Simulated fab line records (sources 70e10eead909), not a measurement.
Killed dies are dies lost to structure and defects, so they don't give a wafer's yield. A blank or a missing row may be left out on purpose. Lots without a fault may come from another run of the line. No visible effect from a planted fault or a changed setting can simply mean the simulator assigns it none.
fab line records | flow nandHarc
record lots=6 wafers=18 lastDay=34
route steps=1302 shown A_SOURCE_PLATE@416 A_ONON_D1@424 END@1302
lots untouched by any fault: they come from a run of this same line in which no faults occurred
startH: the number of hours between the record's first day and the start of the first shown wafer of the lot | waitH: hours elapsed since this lot's preceding step | " unchanged from the row above | L1.1+2: several wafers, shown together as one row | - no value, or no start was given | * or withheld: withheld | < > ~ a bound
route shown NAME@n: a module of which the file shows steps, and the number in the route of the first | usual: mean and standard deviation over wafers with no fault | same: alike in all rows | chamber/n: place in a boat | sites: each site's reading | _std_site: how widely they spread, as a standard deviation | _edge_site: outer sites' mean less inner sites' | radiusMm: how far each site lies from the wafer's centre | mask NAME#n: copy n | behind: tool/chamber where the wafer was last shaped | hold: reason for holding the lot/hours on hold/outcome of the hold | device: names the non-switching transistor (n, p or np) | end of line: the route-end tests of the same wafers | a step given without rows: its recipe and nothing more | killed: count of dies lost to structure and defects at first sort (not the wafer's yield) | map: the dies of a wafer, with x for killed, . for not killed, _ for no die there
set.NAME: the setting as run; set.NAME@STEP: as run at that earlier step | model.NAME: the simulator's own value behind a step, which no gauge read
a table for each step, a row for each wafer; lots at some steps of the route
services: when a tool's chamber went out of use (startH, in hours from the record's first day, below 0 if earlier), for how many hours, and the reason
## steps
# step NHARC_A_SOURCE_PLATE_THK_MEAS_09
# recipe thkMeasGauge=ellipsometry
# usual thkNm=9.6/1.2
# columns lot.wafer tool chamber startH waitH thkNm
L360.3 filmMetro-01 - 260.00 0.4 9.7
L360.4 " - " " 8.6
L360.6 " - " " 7.4
L362.2 filmMetro-01 - 300.20 0.4 8.3
L362.3 " - " " 12.4
L362.4 " - " " 8.5
L364.2 filmMetro-01 - 319.37 0.4 8.0
L364.3 " - " " 10.2
L364.6 " - " " 9.5
L367.3 filmMetro-02 - 337.05 0.4 10.2
L367.5 " - " " 9.9
L367.6 " - " " 9.9
L368.3 filmMetro-02 - 344.34 0.4 9.9
L368.4 " - " " 9.2
L368.6 " - " " 8.4
L370.3 filmMetro-02 - 371.49 0.4 8.9
L370.4 " - " " 9.6
L370.5 " - " " 9.8
# step NHARC_A_SOURCE_PLATE_PVD_04
# recipe targetThkA=500 material=WSi2
# step NHARC_A_SOURCE_PLATE_CVD_03
# recipe targetThkA=2000 tempC=620 pressureMtorr=200 timeS=4000 material=poly-Si
# step NHARC_A_SOURCE_PLATE_ANNEAL_05
# recipe tempC=850 timeS=1800
# step NHARC_A_SOURCE_PLATE_THK_MEAS_06
# recipe thkMeasGauge=ellipsometry
# usual thkNm=199.7/2.1
# columns lot.wafer tool chamber startH waitH thkNm
L360.3 filmMetro-02 - 273.64 0.4 202.6
L360.4 " - " " 200.2
L360.6 " - " " 200.5
L362.2 filmMetro-02 - 315.65 0.4 200.1
L362.3 " - " " 198.3
L362.4 " - " " 199.3
L364.2 filmMetro-01 - 331.91 0.4 200.9
L364.3 " - " " 199.8
L364.6 " - " " 199.1
L367.3 filmMetro-01 - 349.53 0.4 200.6
L367.5 " - " " 200.1
L367.6 " - " " 199.5
L368.3 filmMetro-02 - 357.72 0.4 199.9
L368.4 " - " " 201.9
L368.6 " - " " 200.5
L370.3 filmMetro-01 - 386.12 0.4 200.5
L370.4 " - " " 198.5
L370.5 " - " " 196.6
# step NHARC_A_SOURCE_PLATE_INSPECT_08
# usual rawDefectCount=55/22
# columns lot.wafer tool chamber startH waitH rawDefectCount
L360.3 defectInspect-02 - 273.70 0.0 64
L360.4 " - " " 49
L360.6 " - " " 44
L362.2 defectInspect-02 - 315.72 0.0 29
L362.3 " - " " 26
L362.4 " - " " 58
L364.2 defectInspect-01 - 331.97 0.0 58
L364.3 " - " " 26
L364.6 " - " " 31
L367.3 defectInspect-02 - 349.64 0.0 28
L367.5 " - " " 46
L367.6 " - " " 23
L368.3 defectInspect-02 - 357.83 0.0 44
L368.4 " - " " 32
L368.6 " - " " 56
L370.3 defectInspect-02 - 386.20 0.1 40
L370.4 " - " " 46
L370.5 " - " " 44
# step NHARC_A_ONON_D1_DEP_00
# recipe targetThkA=10000 n2FlowSccm=2750 n2oFlowSccm=2000 nh3FlowSccm=500 sih4FlowSccm=210 tempC=400
# step NHARC_A_ONON_D1_THK_MEAS_02
# recipe thkMeasGauge=ellipsometry
# usual thkNm=999/8.7
# columns lot.wafer tool chamber startH waitH thkNm
L360.3 filmMetro-02 - 274.28 - 999
L360.4 " - " " 1000
L360.6 " - " " 1001
L362.2 filmMetro-01 - 316.29 - 1001
L362.3 " - " " 1002
L362.4 " - " " 1001
L364.2 filmMetro-02 - 332.55 - 1004
L364.3 " - " " 1002
L364.6 " - " " 1003
L367.3 filmMetro-02 - 350.22 - 988
L367.5 " - " " 989
L367.6 " - " " 988
L368.3 filmMetro-02 - 358.41 - 997
L368.4 " - " " 998
L368.6 " - " " 999
L370.3 filmMetro-01 - 386.78 - 1001
L370.4 " - " " 1002
L370.5 " - " " 1001
# step NHARC_A_ONON_D1_DEP_03
# recipe targetThkA=10000 n2FlowSccm=2750 n2oFlowSccm=2000 nh3FlowSccm=500 sih4FlowSccm=210 tempC=400
# step NHARC_A_ONON_D1_THK_MEAS_05
# recipe thkMeasGauge=ellipsometry
# usual thkNm=1001/11
# columns lot.wafer tool chamber startH waitH thkNm
L360.3 filmMetro-02 - 274.85 - 1002
L360.4 " - " " 1002
L360.6 " - " " 1000
L362.2 filmMetro-01 - 316.87 - 1000
L362.3 " - " " 1000
L362.4 " - " " 1001
L364.2 filmMetro-02 - 333.12 - 1010
L364.3 " - " " 1010
L364.6 " - " " 1010
L367.3 filmMetro-01 - 350.79 - 1002
L367.5 " - " " 998
L367.6 " - " " 998
L368.3 filmMetro-02 - 358.97 - 997
L368.4 " - " " 995
L368.6 " - " " 996
L370.3 filmMetro-01 - 387.34 - 1012
L370.4 " - " " 1013
L370.5 " - " " 1011
# step NHARC_A_ONON_D1_DEP_06
# recipe targetThkA=10000 n2FlowSccm=2750 n2oFlowSccm=2000 nh3FlowSccm=500 sih4FlowSccm=210 tempC=400
# usual sih4FlowSccm=209.9/0.59
# columns lot.wafer tool chamber startH waitH sih4FlowSccm
L360.3 pecvdOnon-02 0 275.02 0.2 209.2
L360.4 " 0 " " 210.2
L360.6 " 0 " " 209.6
L362.2 pecvdOnon-01 0 316.99 0.1 209.7
L362.3 " 0 " " 209.5
L362.4 " 0 " " 209.7
L364.2 pecvdOnon-01 0 333.24 0.1 209.1
L364.3 " 0 " " 209.1
L364.6 " 0 " " 210.2
L367.3 pecvdOnon-01 0 350.96 0.2 210.3
L367.5 " 0 " " 209.8
L367.6 " 0 " " 210.7
L368.3 pecvdOnon-01 0 359.15 0.2 210.0
L368.4 " 0 " " 209.0
L368.6 " 0 " " 209.0
L370.3 pecvdOnon-04 0 387.51 0.2 210.3
L370.4 " 0 " " 210.2
L370.5 " 0 " " 210.1
# step NHARC_A_ONON_D1_THK_MEAS_08
# recipe thkMeasGauge=ellipsometry
# usual thkNm=1001/11
# columns lot.wafer tool chamber startH waitH thkNm
L360.3 filmMetro-01 - 275.42 - 999
L360.4 " - " " 1000
L360.6 " - " " 1001
L362.2 filmMetro-02 - 317.43 - 968
L362.3 " - " " 969
L362.4 " - " " 967
L364.2 filmMetro-02 - 333.70 - 1003
L364.3 " - " " 1004
L364.6 " - " " 1004
L367.3 filmMetro-01 - 351.36 - 1000
L367.5 " - " " 1550
L367.6 " - " " 1552
L368.3 filmMetro-01 - 359.54 - 1006
L368.4 " - " " 1557
L368.6 " - " " 1560
L370.3 filmMetro-01 - 387.91 - 991
L370.4 " - " " 989
L370.5 " - " " 991
# step NHARC_A_ONON_D1_DEP_09
# recipe targetThkA=10000 n2FlowSccm=2750 n2oFlowSccm=2000 nh3FlowSccm=500 sih4FlowSccm=210 tempC=400
# step NHARC_END_SORT_01
# recipe tempC=25
# usual killedAtArray=57/18 killedAtOther=0.8/1 killedAtPeriphery=3.9/2.8 killedDies=62/18 killedOpen=3.4/1.8 killedShort=2.2/1.6
# same grossDies=677
# columns lot.wafer tool chamber startH waitH killedAtArray killedAtOther killedAtPeriphery killedDies killedOpen killedShort
L360.3 prober-01 0 686.32 3.1 45 0 4 49 3 1
L360.4 prober-01 0 687.13 3.4 47 0 4 51 6 1
L360.6 prober-01 0 688.76 4.1 45 1 6 52 8 4
L367.3 prober-01 0 758.28 3.1 48 2 2 52 2 2
L367.5 prober-01 0 759.86 3.7 674 0 3 677 2 1
L367.6 prober-01 0 760.65 3.9 670 1 6 677 1 1
L368.3 prober-02 0 777.31 3.1 45 4 3 52 2 2
L368.4 prober-02 0 778.12 3.5 669 2 6 677 7 7
L368.6 prober-02 0 779.76 4.1 671 0 6 677 4 4
# killed by level:class
L360.3 A_CHANNEL_HOLE_D1:chamberFilmFlake=34 A_CONTACT:chamberFilmFlake=8 P_STI:geometricParticle:short=1 P_GATE:geometricParticle:open=1 P_CONTACT:geometricParticle:open=1 A_CHANNEL_FILL_D2:geometricParticle:open=1 P_GATE:chamberFilmFlake=1 A_SLIT:chamberFilmFlake=1
L360.4 A_CHANNEL_HOLE_D1:chamberFilmFlake=32 A_STAIRCASE:chamberFilmFlake=3 A_CONTACT:chamberFilmFlake=3 A_ONON_D1:geometricParticle:open=2 A_SLIT:chamberFilmFlake=2 A_WL_FILL:chamberFilmFlake=2 P_STI:geometricParticle:short=1 P_M0:geometricParticle:open=1
L360.6 A_CHANNEL_HOLE_D1:chamberFilmFlake=27 A_CONTACT:chamberFilmFlake=4 P_GATE:chamberFilmFlake=3 A_CHANNEL_FILL_D1:geometricParticle:open=2 A_DECK1_JOINT:geometricParticle:short=2 A_BLC:geometricParticle:open=2 A_M0:geometricParticle:open=2 P_STI:chamberFilmFlake=2
L367.3 A_CHANNEL_HOLE_D1:chamberFilmFlake=29 A_CONTACT:chamberFilmFlake=5 A_SLIT:chamberFilmFlake=3 A_STAIRCASE:chamberFilmFlake=3 A_CHANNEL_FILL_D2:geometricParticle:open=2 A_BLC:geometricParticle:short=2 THIN_TSV:chamberFilmFlake=2 P_GATE:chamberFilmFlake=1
L367.5 A_ONON_D1:areaDep=626 A_CHANNEL_HOLE_D1:chamberFilmFlake=33 A_SLIT:chamberFilmFlake=4 P_GATE:chamberFilmFlake=2 A_STAIRCASE:chamberFilmFlake=2 A_CONTACT:chamberFilmFlake=2 A_BONDPAD:chamberFilmFlake=2 A_CHANNEL_FILL_D1:geometricParticle:open=1
L367.6 A_ONON_D1:areaDep=616 A_CHANNEL_HOLE_D1:chamberFilmFlake=33 A_CONTACT:chamberFilmFlake=11 P_M2:chamberFilmFlake=4 A_SLIT:chamberFilmFlake=4 A_BLC:geometricParticle:short=1 A_M0:geometricParticle:open=1 P_STI:chamberFilmFlake=1
L368.3 A_SLIT:chamberFilmFlake=21 A_CHANNEL_HOLE_D1:chamberFilmFlake=13 A_STAIRCASE:chamberFilmFlake=4 THIN_TSV:chamberFilmFlake=4 P_GATE:chamberFilmFlake=2 A_CHANNEL_FILL_D2:chamberFilmFlake=2 A_SOURCE_PLATE:geometricParticle:short=1 A_CHANNEL_HOLE_D1:geometricParticle:short=1
L368.4 A_ONON_D1:areaDep=610 A_SLIT:chamberFilmFlake=30 A_CHANNEL_HOLE_D1:chamberFilmFlake=10 A_CHANNEL_FILL_D2:chamberFilmFlake=5 A_CHANNEL_FILL_D2:geometricParticle:open=2 A_WL_FILL:geometricParticle:short=2 P_GATE:chamberFilmFlake=2 THIN_TSV:chamberFilmFlake=2
L368.6 A_ONON_D1:areaDep=620 A_SLIT:chamberFilmFlake=25 A_CHANNEL_HOLE_D1:chamberFilmFlake=7 A_STAIRCASE:chamberFilmFlake=4 P_GATE:chamberFilmFlake=3 A_CHANNEL_FILL_D2:chamberFilmFlake=3 P_CONTACT:geometricParticle:open=2 A_M0:geometricParticle:open=2
# map L367.5 (x killed, . not)
____________x____________
_________xxxxxxx_________
_______xxxxxxxxxxx_______
______xxxxxxxxxxxxx______
_____xxxxxxxxxxxxxxx_____
____xxxxxxxxxxxxxxxxx____
____xxxxxxxxxxxxxxxxx____
___xxxxxxxxxxxxxxxxxxx___
___xxxxxxxxxxxxxxxxxxx___
__xxxxxxxxxxxxxxxxxxxxx__
__xxxxxxxxxxxxxxxxxxxxx__
_xxxxxxxxxxxxxxxxxxxxxxx_
_xxxxxxxxxxxxxxxxxxxxxxx_
_xxxxxxxxxxxxxxxxxxxxxxx_
_xxxxxxxxxxxxxxxxxxxxxxx_
_xxxxxxxxxxxxxxxxxxxxxxx_
xxxxxxxxxxxxxxxxxxxxxxxxx
xxxxxxxxxxxxxxxxxxxxxxxxx
xxxxxxxxxxxxxxxxxxxxxxxxx
xxxxxxxxxxxxxxxxxxxxxxxxx
xxxxxxxxxxxxxxxxxxxxxxxxx
_xxxxxxxxxxxxxxxxxxxxxxx_
_xxxxxxxxxxxxxxxxxxxxxxx_
_xxxxxxxxxxxxxxxxxxxxxxx_
_xxxxxxxxxxxxxxxxxxxxxxx_
_xxxxxxxxxxxxxxxxxxxxxxx_
__xxxxxxxxxxxxxxxxxxxxx__
__xxxxxxxxxxxxxxxxxxxxx__
___xxxxxxxxxxxxxxxxxxx___
___xxxxxxxxxxxxxxxxxxx___
____xxxxxxxxxxxxxxxxx____
____xxxxxxxxxxxxxxxxx____
_____xxxxxxxxxxxxxxx_____
______xxxxxxxxxxxxx______
_______xxxxxxxxxxx_______
_________xxxxxxx_________
____________x____________
# map L368.4 (x killed, . not)
____________x____________
_________xxxxxxx_________
_______xxxxxxxxxxx_______
______xxxxxxxxxxxxx______
_____xxxxxxxxxxxxxxx_____
____xxxxxxxxxxxxxxxxx____
____xxxxxxxxxxxxxxxxx____
___xxxxxxxxxxxxxxxxxxx___
___xxxxxxxxxxxxxxxxxxx___
__xxxxxxxxxxxxxxxxxxxxx__
__xxxxxxxxxxxxxxxxxxxxx__
_xxxxxxxxxxxxxxxxxxxxxxx_
_xxxxxxxxxxxxxxxxxxxxxxx_
_xxxxxxxxxxxxxxxxxxxxxxx_
_xxxxxxxxxxxxxxxxxxxxxxx_
_xxxxxxxxxxxxxxxxxxxxxxx_
xxxxxxxxxxxxxxxxxxxxxxxxx
xxxxxxxxxxxxxxxxxxxxxxxxx
xxxxxxxxxxxxxxxxxxxxxxxxx
xxxxxxxxxxxxxxxxxxxxxxxxx
xxxxxxxxxxxxxxxxxxxxxxxxx
_xxxxxxxxxxxxxxxxxxxxxxx_
_xxxxxxxxxxxxxxxxxxxxxxx_
_xxxxxxxxxxxxxxxxxxxxxxx_
_xxxxxxxxxxxxxxxxxxxxxxx_
_xxxxxxxxxxxxxxxxxxxxxxx_
__xxxxxxxxxxxxxxxxxxxxx__
__xxxxxxxxxxxxxxxxxxxxx__
___xxxxxxxxxxxxxxxxxxx___
___xxxxxxxxxxxxxxxxxxx___
____xxxxxxxxxxxxxxxxx____
____xxxxxxxxxxxxxxxxx____
_____xxxxxxxxxxxxxxx_____
______xxxxxxxxxxxxx______
_______xxxxxxxxxxx_______
_________xxxxxxx_________
____________x____________
## services
# columns tool chamber startH hours kind
pecvdOnon-01 - 269.00 13.0 pm
pecvdOnon-04 - 311.23 13.0 pm
pecvdOnon-02 - 366.00 13.0 pm
## key
firstSign step=NHARC_A_ONON_D1_THK_MEAS_08 reading=thkNm direction=up sigmas=52 usual=1001 struck=1555
effect step=NHARC_END_SORT_01 reading=killedDies direction=up sigmas=34 usual=62 struck=677
moreKillsBornAt NHARC_A_ONON_D1_DEP_06@pecvdOnon-01=2472
metAt NHARC_A_ONON_D1_DEP_06
struckWafers L367.5,L367.6,L368.4,L368.6
laterRowsLeftOut L367.5,L367.6,L368.4,L368.6
testerLeftOut L367,L368
onsetBetween 333.24 350.96
fault kind=processParameterDrift tool=pecvdOnon-01 chamber=- onsetH=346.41 steps=NHARC_A_ONON_D1_DEP_06 channel=targetThkA offset=* shape=step endH=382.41 scope=struckWafersOnly actsIn=* stated=*
# testerLeftOut: of these lots the tester's yield and bins aren't shown, on N5 and GAA mostly nor the transistor test; their killed dies are dies lost to structure and defects alone, not to doping, threshold or leakage, so they don't give the yield
# laterRowsLeftOut: the simulator's readings of these wafers behind a module that went badly wrong aren't trusted and aren't shown, but for the sort
